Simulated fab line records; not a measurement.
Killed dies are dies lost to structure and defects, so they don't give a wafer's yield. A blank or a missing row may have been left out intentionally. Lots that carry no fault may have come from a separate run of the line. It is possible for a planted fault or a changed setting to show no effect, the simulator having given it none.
fab line records	flow nand-harc
record: lots: 14	wafers: 42	last-day: 23
route steps=1159 shown A_SOURCE_PLATE@420 A_CHANNEL_HOLE_D1@461
lots with no fault: from the same line, run without faults
start-h: start of the lot's first displayed wafer, in hours after the record's first day	wait-h: time in hours since the lot's previous step	" unchanged from the row above	L1.1+2: a row that stands for several wafers	- no value, or no start was given	* or withheld: withheld	< > ~ a bound
route shown NAME@n: a module of which the file shows steps, and the number in the route of the first	usual: mean/standard deviation of fault-free wafers	same: alike in all rows	chamber/n: place in a boat	sites: each site's reading	_std_site: the values' standard deviation	_edge_site: mean of outer sites minus mean of inner sites	radius-mm: for every site, how far away it sits from the centre of the wafer	mask NAME#n: copy n	behind: the last tool/chamber to shape the wafer	hold: what put the lot on hold/how long, in hours/how the hold closed	device: the n, p or np transistor that did not switch	end of line: the route-end tests of the same wafers	step lacking rows: just its recipe	killed: not the wafer's yield, but the dies lost to structure and defects at the first sort	map: a wafer's dies, marking killed ones x, the rest . and places with no die _
set.NAME: the setting that was run; set.NAME@STEP: the one run at that earlier step	model.NAME: the simulator's own value behind a step, which no gauge read
the route's steps for a sample of lots (tables are steps, rows are wafers)
services: the hour from which a tool's chamber was out of use, counted from the record's first day as start-h (under 0 if before that day), plus the number of hours and why
== steps ==
step: NHARC_A_SOURCE_PLATE_THK_MEAS_06
recipe: thk-meas-gauge: ellipsometry
usual: thk-nm: 200.3/2.1
lot.wafer	tool	chamber	start-h	wait-h	thk-nm
L564.1	film-metro-02	-	174.30	0.4	203.6
L564.2	"	-	"	"	202.7
L564.6	"	-	"	"	203.0
L563.4	film-metro-01	-	174.30	0.4	196.7
L563.5	"	-	"	"	199.1
L563.6	"	-	"	"	199.4
L561.2	film-metro-02	-	178.03	0.4	196.6
L561.4	"	-	"	"	195.4
L561.6	"	-	"	"	194.2
L567.2	film-metro-02	-	193.98	0.4	199.6
L567.3	"	-	"	"	198.3
L567.5	"	-	"	"	200.8
L565.2	film-metro-01	-	193.98	0.4	203.0
L565.4	"	-	"	"	199.1
L565.6	"	-	"	"	204.1
L566.1	film-metro-02	-	193.99	0.4	200.0
L566.2	"	-	"	"	204.5
L566.6	"	-	"	"	202.3
L572.2	film-metro-01	-	230.82	0.4	197.5
L572.4	"	-	"	"	198.2
L572.5	"	-	"	"	199.1
L573.4	film-metro-02	-	230.82	0.4	201.1
L573.5	"	-	"	"	200.0
L573.6	"	-	"	"	203.2
L571.1	film-metro-02	-	241.30	0.4	199.7
L571.3	"	-	"	"	199.9
L571.5	"	-	"	"	201.0
L575.1	film-metro-02	-	246.51	0.4	201.8
L575.5	"	-	"	"	200.1
L575.6	"	-	"	"	201.2
L574.3	film-metro-01	-	246.52	0.4	202.5
L574.4	"	-	"	"	199.9
L574.6	"	-	"	"	200.5
L576.1	film-metro-01	-	253.80	0.4	197.6
L576.2	"	-	"	"	198.5
L576.3	"	-	"	"	199.5
L577.3	film-metro-02	-	253.80	0.4	201.7
L577.5	"	-	"	"	200.8
L577.6	"	-	"	"	197.9
L579.2	film-metro-02	-	263.31	0.4	201.9
L579.4	"	-	"	"	204.4
L579.6	"	-	"	"	198.5
step: NHARC_A_CHANNEL_HOLE_D1_DEVELOP_09
recipe: develop-time-s: 35	dev-temp-c: 23
usual: chill-plate-temp-C: 23.02/0.1	develop-time-s: 35/0
lot.wafer	tool	chamber	start-h	wait-h	chill-plate-temp-C	develop-time-s
L561.2	litho-track-04	0	193	-	22.88	35
L561.4	"	0	"	"	22.94	35
L561.6	"	0	"	"	22.85	35
L563.4	litho-track-04	0	195	-	22.94	35
L563.5	"	0	"	"	22.98	35
L563.6	"	0	"	"	22.90	35
L564.1	litho-track-06	0	195	-	22.92	35
L564.2	"	0	"	"	23.06	35
L564.6	"	0	"	"	22.86	35
L567.2	litho-track-06	0	209	-	23.23	35
L567.3	"	0	"	"	23.02	35
L567.5	"	0	"	"	23.10	35
L566.1	litho-track-04	0	210	-	23.13	35
L566.2	"	0	"	"	23.07	35
L566.6	"	0	"	"	23.08	35
L565.2	litho-track-01	0	211	-	23.01	35
L565.4	"	0	"	"	22.98	35
L565.6	"	0	"	"	23.20	35
L572.2	litho-track-06	0	247	-	22.94	35
L572.4	"	0	"	"	22.86	35
L572.5	"	0	"	"	22.73	35
L573.4	litho-track-04	0	248	-	23.19	35
L573.5	"	0	"	"	23.11	35
L573.6	"	0	"	"	23.03	35
L571.1	litho-track-06	0	261	-	23.04	35
L571.3	"	0	"	"	22.98	35
L571.5	"	0	"	"	23.09	35
L575.1	litho-track-01	0	262	-	23.06	35
L575.5	"	0	"	"	23.04	35
L575.6	"	0	"	"	23.12	35
L574.3	litho-track-06	-	263	-	-	-
L574.4	"	-	"	"	-	-
L574.6	"	-	"	"	-	-
L577.3	litho-track-06	-	269	-	-	-
L577.5	"	-	"	"	-	-
L577.6	"	-	"	"	-	-
L576.1	litho-track-06	0	270	-	22.94	35
L576.2	"	0	"	"	22.99	35
L576.3	"	0	"	"	23.08	35
L579.2	litho-track-04	0	280	-	23.09	35
L579.4	"	0	"	"	22.92	35
L579.6	"	0	"	"	22.95	35
step: NHARC_A_CHANNEL_HOLE_D1_DESCUM_15
recipe: time-s: 3	o2-flow-sccm: 200	ar-flow-sccm: 0	bias-power-w: 0	chemistry: O2
usual: drypump-motor-current-A: 5.85/0.25	o2-flow-sccm: 200.0/0.6	oes-product-au: 1.000/0.0084	rf-vpp-V: 57.7/0.82	showerhead-plenum-p-Torr: 1.90/0.059	throttle-valve-pct: 11.311/0.0091
lot.wafer	tool	chamber	start-h	wait-h	drypump-motor-current-A	o2-flow-sccm	oes-product-au	rf-hours-counter-h	rf-vpp-V	showerhead-plenum-p-Torr	throttle-valve-pct
L561.2	rie-diel-06	0	193.92	0.1	6.17	200.1	0.998	8	56.9	1.89	11.325
L561.4	"	1	"	"	5.89	200.2	1.004	8	57.3	1.92	11.288
L561.6	"	3	"	"	5.90	200.1	1.004	-	57.0	1.86	11.306
L563.4	rie-diel-02	1	195.79	0.1	6.06	198.6	0.999	1	57.9	1.88	11.309
L563.6	"	0	"	"	5.75	200.7	1.009	-	57.5	1.98	11.319
L563.5	"	1	"	"	6.05	199.7	1.015	-	57.5	1.88	11.323
L564.2	rie-diel-10	2	195.96	0.1	5.83	200.0	1.014	1	57.0	1.88	11.289
L564.1	"	3	"	"	6.23	200.0	0.990	1	57.3	1.87	11.309
L564.6	"	1	"	"	5.34	198.6	0.997	-	58.3	1.82	11.288
L567.2	rie-diel-02	1	209.71	0.1	6.07	199.9	1.000	3	57.2	1.88	11.305
L567.3	"	2	"	"	6.01	199.5	1.008	3	57.7	2.02	11.304
L567.5	"	1	"	"	6.04	200.2	1.009	-	58.0	1.88	11.300
L566.1	rie-diel-10	3	210.39	0.1	6.17	201.4	0.987	2	58.5	1.87	11.316
L566.2	"	0	"	"	5.87	199.6	0.991	1	58.7	1.96	11.313
L566.6	"	1	"	"	5.33	198.8	0.990	-	59.3	1.82	11.306
L565.2	rie-diel-10	0	212.01	0.1	5.84	199.8	0.997	2	58.3	1.96	11.322
L565.4	"	1	"	"	5.35	199.4	0.977	2	57.9	1.82	11.326
L565.6	"	3	"	"	6.18	199.5	0.996	-	57.7	1.87	11.320
L572.2	rie-diel-10	2	248.16	0.1	5.85	199.7	1.001	5	58.7	1.88	11.316
L572.5	"	1	"	"	5.33	199.1	0.996	-	57.4	1.82	11.313
L572.4	"	0	"	"	5.87	199.8	0.998	-	57.2	1.96	11.301
L573.4	rie-diel-02	2	248.35	0.1	6.01	200.0	1.011	6	57.4	2.02	11.299
L573.6	"	0	"	"	5.80	200.5	1.000	-	59.4	1.98	11.315
L573.5	"	1	"	"	6.02	199.4	1.013	-	57.5	1.88	11.301
L571.1	rie-diel-10	2	261.50	0.1	5.84	199.8	1.007	6	57.9	1.88	11.308
L571.3	"	0	"	"	5.85	199.8	0.996	6	57.3	1.96	11.319
L571.5	"	1	"	"	5.34	199.1	1.003	-	57.5	1.82	11.311
L575.1	rie-diel-02	2	262.53	0.1	6.05	199.9	1.002	8	58.6	2.02	11.301
L575.6	"	3	"	"	5.91	200.0	1.000	-	58.2	1.84	11.309
L575.5	"	0	"	"	5.77	199.0	1.005	-	57.7	1.98	11.304
L574.4	rie-diel-06	2	263.36	0.1	5.89	199.9	1.009	1	57.3	1.92	11.311
L574.3	"	1	"	"	5.92	200.4	1.014	1	58.3	1.92	11.310
L574.6	"	2	"	"	5.87	200.0	1.014	-	57.4	1.93	11.291
L577.3	rie-diel-02	2	269.60	0.1	6.01	200.4	1.007	9	58.4	2.02	11.318
L577.5	"	2	"	"	5.99	199.9	1.010	-	58.4	2.02	11.306
L577.6	"	3	"	"	5.91	199.2	1.000	-	58.4	1.84	11.297
L576.3	rie-diel-06	2	270.60	0.1	5.87	199.4	1.019	2	58.2	1.93	11.309
L576.2	"	0	"	"	6.17	199.5	0.982	2	56.6	1.89	11.297
L576.1	"	1	"	"	5.88	199.7	1.004	1	58.5	1.92	11.307
L579.2	rie-diel-10	0	280.51	0.1	5.89	200.0	0.997	7	58.4	1.96	11.311
L579.4	"	1	"	"	5.33	199.9	0.998	6	59.0	1.82	11.292
L579.6	"	0	"	"	5.89	199.9	0.984	-	57.7	1.96	11.304
step: NHARC_A_CHANNEL_HOLE_D1_ETCH_24
recipe: bias-v: 5000	source-w: withheld	pressure-mtorr: 20	time-s: 906.2	ar-flow-sccm: 375	c4f8-flow-sccm: 93.8	o2-flow-sccm: 31.2	temp-c: -20	target-depth-a: 15000	chemistry: C4F8/O2/Ar
usual: drypump-motor-current-A: 5.7/0.5	he-backside-leak-sccm: 5.4/0.4	o2-flow-sccm: 31.19/0.086	showerhead-plenum-p-Torr: 3.66/0.098	throttle-valve-pct: 32.236/0.0093
lot.wafer	tool	chamber	start-h	wait-h	drypump-motor-current-A	he-backside-leak-sccm	o2-flow-sccm	rf-hours-counter-h	showerhead-plenum-p-Torr	throttle-valve-pct
L561.2	har-etch-02	1	197.22	0.6	5.2	5.1	31.29	115	3.56	32.235
L561.4	"	1	"	"	5.2	5.4	31.20	-	3.56	32.247
L561.6	"	0	"	"	6.3	5.6	31.20	-	3.80	32.249
L564.2	har-etch-02	1	201.37	0.6	5.2	5.0	31.25	119	3.56	32.242
L564.1	"	0	"	"	6.3	4.9	31.23	119	3.80	32.228
L564.6	"	0	"	"	6.3	5.1	31.08	-	3.80	32.216
L563.4	har-etch-01	0	201.61	0.6	6.1	5.1	31.10	-	3.74	32.207
L563.6	"	1	"	"	5.2	5.2	31.07	-	3.60	32.240
L563.5	"	0	"	"	6.1	5.0	31.19	-	3.74	32.235
L567.2	har-etch-01	0	213.02	0.6	6.1	5.3	31.02	194	3.74	32.229
L567.3	"	1	"	"	5.2	5.1	31.26	-	3.60	32.249
L567.5	"	1	"	"	5.2	5.3	31.29	-	3.60	32.246
L566.1	har-etch-02	0	213.69	0.6	6.3	5.4	31.13	126	3.79	32.244
L566.2	"	1	"	"	5.2	5.3	31.10	126	3.55	32.218
L566.6	"	1	"	"	5.2	5.2	31.06	-	3.55	32.242
L565.2	har-etch-02	1	217.84	0.6	5.2	5.3	31.25	130	3.55	32.249
L565.4	"	1	"	"	5.2	5.4	31.19	-	3.55	32.221
L565.6	"	0	"	"	6.3	8.1	31.12	-	3.79	32.238
L572.2	har-etch-01	1	251.65	0.6	5.3	5.4	31.18	211	3.59	32.254
L572.4	"	0	"	"	6.2	5.3	31.28	-	3.73	32.244
L572.5	"	0	"	"	6.2	5.3	31.28	-	3.73	32.247
L573.4	har-etch-02	1	256.01	0.6	5.2	5.5	31.15	-	3.54	32.240
L573.6	"	0	"	"	6.3	5.1	31.07	-	3.78	32.241
L573.5	"	1	"	"	5.2	5.4	31.17	-	3.54	32.234
L571.1	har-etch-01	0	264.82	0.6	6.1	5.5	31.08	218	3.72	32.241
L571.3	"	1	"	"	5.2	5.6	31.18	-	3.58	32.243
L571.5	"	0	"	"	6.1	5.5	31.16	-	3.72	32.239
L575.1	har-etch-02	1	265.81	0.6	5.2	5.4	31.22	150	3.54	32.231
L575.6	"	1	"	"	5.2	5.6	31.17	-	3.54	32.243
L575.5	"	0	"	"	6.3	5.3	31.21	-	3.78	32.236
L574.3	har-etch-01	0	269.24	0.6	6.1	5.4	31.24	-	3.72	32.224
L574.4	"	1	"	"	5.2	5.5	31.21	-	3.58	32.246
L574.6	"	1	"	"	5.2	5.4	31.12	-	3.58	32.222
L577.3	har-etch-01	1	273.51	0.6	5.2	5.4	31.26	-	3.58	32.246
L577.5	"	0	"	"	6.2	5.6	31.13	-	3.72	32.234
L577.6	"	1	"	"	5.2	5.5	31.15	-	3.58	32.245
L576.2	har-etch-02	1	273.90	0.6	5.2	5.3	31.23	157	3.54	32.253
L576.1	"	0	"	"	6.3	5.4	31.16	157	3.78	32.240
L576.3	"	1	"	"	5.2	5.1	31.27	-	3.54	32.242
L579.2	har-etch-01	0	283.95	0.6	6.1	5.4	31.07	230	3.72	32.252
L579.4	"	1	"	"	5.2	5.6	31.26	-	3.58	32.237
L579.6	"	0	"	"	6.1	5.6	31.17	-	3.72	32.221
== services ==
tool	chamber	start-h	hours	kind
rie-diel-02	3	175.22	6.3	repair
har-etch-01	-	175.79	13.5	repair
rie-diel-10	-	176.50	9.0	pm
rie-diel-10	0	176.50	9.0	vent-cycle
rie-diel-10	1	176.50	9.0	vent-cycle
rie-diel-10	2	176.50	9.0	vent-cycle
rie-diel-10	3	176.50	9.0	vent-cycle
rie-diel-10	0	185.50	-	clean
rie-diel-10	1	185.50	-	clean
rie-diel-10	2	185.50	-	clean
rie-diel-10	3	185.50	-	clean
rie-diel-10	0	210.00	-	clean
rie-diel-10	1	210.00	-	clean
rie-diel-10	2	210.00	-	clean
rie-diel-10	3	210.00	-	clean
rie-diel-10	3	233.23	27.6	repair
rie-diel-06	-	241.20	9.0	pm
rie-diel-02	3	242.07	2.6	repair
rie-diel-10	1	251.93	5.6	repair
rie-diel-06	-	265.38	0.5	repair
litho-track-01	-	268.00	7.0	pm
rie-diel-10	1	269.48	8.4	repair
rie-diel-02	2	276.61	13.7	repair
rie-diel-06	1	280.26	11.0	repair
== key ==
first-sign: step: NHARC_A_CHANNEL_HOLE_D1_DEVELOP_09	reading: tool-record	direction: missing
effect none on later readings
met-at NHARC_A_CHANNEL_HOLE_D1_DEVELOP_09
struck-lots L574,L577
later-rows-left-out L574.3,L574.4,L574.6,L577.3,L577.5,L577.6
sort-left-out L574.3,L574.4,L574.6,L577.3,L577.5,L577.6
tester-left-out L574,L577
not-acting-at NHARC_A_SOURCE_PLATE_THK_MEAS_06,NHARC_A_CHANNEL_HOLE_D1_DESCUM_15,NHARC_A_CHANNEL_HOLE_D1_ETCH_24
onset-between 261 263
fault: kind: skipped-step-whole	tool: litho-track-06	chamber: -	onset-h: 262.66	steps: NHARC_A_CHANNEL_HOLE_D1_DEVELOP_09	scope: struck-lots-only
tester-left-out: of these lots the tester's yield and bins aren't shown, on N5 and GAA mostly nor the transistor test; their killed dies are dies lost to structure and defects alone, not to doping, threshold or leakage, so they don't give the yield
sort-left-out: the simulated sort isn't trusted on such a fault, so these wafers' sort isn't shown, and their yield isn't known
later-rows-left-out: the simulator's readings of these wafers behind a module that went badly wrong aren't trusted and aren't shown, but for the sort
